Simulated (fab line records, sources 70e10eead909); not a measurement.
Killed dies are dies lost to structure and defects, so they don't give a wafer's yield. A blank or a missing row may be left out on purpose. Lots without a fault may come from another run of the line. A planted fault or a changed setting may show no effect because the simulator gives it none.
Which tool did it? | flow nand_harc | 7 lots, 21 wafers sampled, at 3 steps of a route of 1302

WHAT THE GAUGES READ, wafer by wafer
NHARC_A_CHANNEL_HOLE_D1_INSPECT_40.
lot  | measured     | on                | raw_defect_count
L959 | day 10 00:09 | defect_inspect-02 | 49 37 47
L961 | day 10 20:31 | defect_inspect-02 | 98 128 91
L963 | day 12 03:34 | defect_inspect-02 | 50 61 64
L972 | day 15 18:46 | defect_inspect-01 | 89 87 123
L975 | day 17 00:04 | defect_inspect-02 | 108 80 116
L977 | day 17 16:05 | defect_inspect-01 | 74 58 68
L979 | day 18 16:22 | defect_inspect-01 | 92 62 103

WHICH TOOL RAN EACH LOT (tool, then ch and the chambers of the sampled wafers, then the start)
lot  | NHARC_A_CHANNEL_HOLE_D1_ETCH_26  | NHARC_A_CHANNEL_HOLE_D1_STRIP_27
L959 | har_etch-01 ch 0, day 9 22:16    | rie_diel-02 ch 0,1,2, day 10 00:09 or earlier
L961 | har_etch-02 ch 0,1, day 10 18:35 | rie_diel-06 ch 1,2, day 10 20:31 or earlier
L963 | har_etch-01 ch 0, day 12 01:38   | rie_diel-06 ch 0,1, day 12 03:34 or earlier
L972 | har_etch-02 ch 0,1, day 15 16:44 | rie_diel-02 ch 1,3, day 15 18:46 or earlier
L975 | har_etch-02 ch 0,1, day 16 22:08 | rie_diel-06 ch 0,1,3, day 17 00:04 or earlier
L977 | har_etch-01 ch 0,1, day 17 14:09 | rie_diel-06 ch 0,1,3, day 17 16:05 or earlier
L979 | har_etch-01 ch 0,1, day 18 14:28 | rie_diel-02 ch 1,2, day 18 16:22 or earlier
- NHARC_A_CHANNEL_HOLE_D1_ETCH_26: etches the open film in C4F8/O2/Ar, time 224.1 s, target depth 300 nm.
- NHARC_A_CHANNEL_HOLE_D1_STRIP_27: strips in O2.

THE ANSWER, worked out from the rows above alone
Rule: what is usual is taken from the lots themselves. Put in order of their means at a reading, lots are off if they are a third of the lots or fewer, leave a main group of 4 or more, and stand apart from it by a gap of 3 or more times the standard deviation of the main group's means; of several such gaps the widest counts. A main group whose means are all the same, to the digits that the tables above print for the reading, isn't used. A lot without any number at a reading at which 4 lots or more have one is off too. The other lots that the step has rows for count as sound.
No lot is off at any reading shown: from this, nothing can be told.

WHAT THE SIMULATOR HAD PUT IN
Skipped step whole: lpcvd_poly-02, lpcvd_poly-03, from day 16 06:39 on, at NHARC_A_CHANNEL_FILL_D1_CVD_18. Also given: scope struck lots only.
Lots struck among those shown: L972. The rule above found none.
